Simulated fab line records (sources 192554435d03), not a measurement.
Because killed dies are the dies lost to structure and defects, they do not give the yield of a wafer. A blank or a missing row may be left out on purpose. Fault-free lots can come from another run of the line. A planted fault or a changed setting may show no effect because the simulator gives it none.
Matching of chambers / flow n5Finfet / N5_BEOL_M10_ETCH_65 on rieDiel-05: 4 sister chambers
The step etches SiARC in CF4, target depth 39 nm, time 65 s. 18 wafers are shown with their chamber, then 9 later ones without.

WAFERS PAIRED WITH THEIR CHAMBERS
wafer=L075.1; chamber=3; drypumpMotorCurrentA (A)=5.1; showerheadPlenumPTorr (Torr)=2.13; throttleValvePct (%)=15.74
wafer=L075.4; chamber=0; drypumpMotorCurrentA (A)=5.3; showerheadPlenumPTorr (Torr)=1.97; throttleValvePct (%)=15.87
wafer=L075.5; chamber=3; drypumpMotorCurrentA (A)=5.1; showerheadPlenumPTorr (Torr)=2.13; throttleValvePct (%)=15.73
wafer=L079.1; chamber=1; drypumpMotorCurrentA (A)=6.6; showerheadPlenumPTorr (Torr)=2.28; throttleValvePct (%)=15.68
wafer=L079.3; chamber=3; drypumpMotorCurrentA (A)=5.1; showerheadPlenumPTorr (Torr)=2.12; throttleValvePct (%)=15.75
wafer=L079.5; chamber=3; drypumpMotorCurrentA (A)=5.1; showerheadPlenumPTorr (Torr)=2.12; throttleValvePct (%)=15.78
wafer=L081.1; chamber=0; drypumpMotorCurrentA (A)=5.3; showerheadPlenumPTorr (Torr)=1.96; throttleValvePct (%)=15.91
wafer=L081.3; chamber=3; drypumpMotorCurrentA (A)=5.1; showerheadPlenumPTorr (Torr)=2.12; throttleValvePct (%)=15.78
wafer=L081.6; chamber=2; drypumpMotorCurrentA (A)=5.5; showerheadPlenumPTorr (Torr)=2.28; throttleValvePct (%)=15.23
wafer=L082.2; chamber=0; drypumpMotorCurrentA (A)=5.3; showerheadPlenumPTorr (Torr)=1.96; throttleValvePct (%)=15.92
wafer=L082.3; chamber=2; drypumpMotorCurrentA (A)=5.4; showerheadPlenumPTorr (Torr)=2.28; throttleValvePct (%)=15.23
wafer=L082.6; chamber=2; drypumpMotorCurrentA (A)=5.4; showerheadPlenumPTorr (Torr)=2.28; throttleValvePct (%)=15.25
wafer=L085.2; chamber=0; drypumpMotorCurrentA (A)=5.3; showerheadPlenumPTorr (Torr)=1.96; throttleValvePct (%)=15.90
wafer=L085.5; chamber=2; drypumpMotorCurrentA (A)=5.4; showerheadPlenumPTorr (Torr)=2.27; throttleValvePct (%)=15.24
wafer=L085.6; chamber=1; drypumpMotorCurrentA (A)=6.6; showerheadPlenumPTorr (Torr)=2.28; throttleValvePct (%)=15.72
wafer=L093.1; chamber=0; drypumpMotorCurrentA (A)=5.3; showerheadPlenumPTorr (Torr)=1.95; throttleValvePct (%)=15.95
wafer=L093.3; chamber=1; drypumpMotorCurrentA (A)=6.6; showerheadPlenumPTorr (Torr)=2.27; throttleValvePct (%)=15.74
wafer=L093.4; chamber=2; drypumpMotorCurrentA (A)=5.5; showerheadPlenumPTorr (Torr)=2.27; throttleValvePct (%)=15.28

SIGNATURES (means of the wafers above)
reading=drypumpMotorCurrentA; chamber 0=5.300; chamber 1=6.600; chamber 2=5.440; chamber 3=5.100; scatter within a chamber=0.0293
reading=showerheadPlenumPTorr; chamber 0=1.9600; chamber 1=2.2767; chamber 2=2.2760; chamber 3=2.1240; scatter within a chamber=0.00602
reading=throttleValvePct; chamber 0=15.9100; chamber 1=15.7133; chamber 2=15.2460; chamber 3=15.7560; scatter within a chamber=0.0255
Rule: a wafer lies at a distance from a chamber equal to the root of the sum of squares, over the readings, of (its reading less the chamber's mean, divided by the reading's scatter). If the next closest chamber is less than 2 further off than the closest, the wafer can't be placed; otherwise it belongs to the closest. How the scatter is found: for the shown wafers, subtract from each reading the mean of its chamber, square and add these, divide the total by (wafers less chambers), then take the root.

WAFERS MISSING THEIR CHAMBER
wafer=L095.2; drypumpMotorCurrentA (A)=5.1; showerheadPlenumPTorr (Torr)=2.11; throttleValvePct (%)=15.31
wafer=L095.4; drypumpMotorCurrentA (A)=6.6; showerheadPlenumPTorr (Torr)=2.27; throttleValvePct (%)=15.75
wafer=L095.5; drypumpMotorCurrentA (A)=5.4; showerheadPlenumPTorr (Torr)=2.27; throttleValvePct (%)=15.28
wafer=L096.1; drypumpMotorCurrentA (A)=5.3; showerheadPlenumPTorr (Torr)=1.95; throttleValvePct (%)=15.97
wafer=L096.4; drypumpMotorCurrentA (A)=5.3; showerheadPlenumPTorr (Torr)=1.95; throttleValvePct (%)=15.97
wafer=L096.5; drypumpMotorCurrentA (A)=6.6; showerheadPlenumPTorr (Torr)=2.27; throttleValvePct (%)=15.75
wafer=L094.1; drypumpMotorCurrentA (A)=6.6; showerheadPlenumPTorr (Torr)=2.27; throttleValvePct (%)=15.79
wafer=L094.3; drypumpMotorCurrentA (A)=5.4; showerheadPlenumPTorr (Torr)=2.26; throttleValvePct (%)=15.32
wafer=L094.6; drypumpMotorCurrentA (A)=5.4; showerheadPlenumPTorr (Torr)=2.26; throttleValvePct (%)=15.33

WHICH CHAMBER EACH WENT THROUGH
wafer=L095.2; from the rows above=3; in truth=3
wafer=L095.4; from the rows above=1; in truth=1
wafer=L095.5; from the rows above=2; in truth=2
wafer=L096.1; from the rows above=0; in truth=0
wafer=L096.4; from the rows above=0; in truth=0
wafer=L096.5; from the rows above=1; in truth=1
wafer=L094.1; from the rows above=1; in truth=1
wafer=L094.3; from the rows above=2; in truth=2
wafer=L094.6; from the rows above=2; in truth=2
Correct placement for 9 of the 9. Can't be placed from these rows: 0. Wrongly placed: 0.
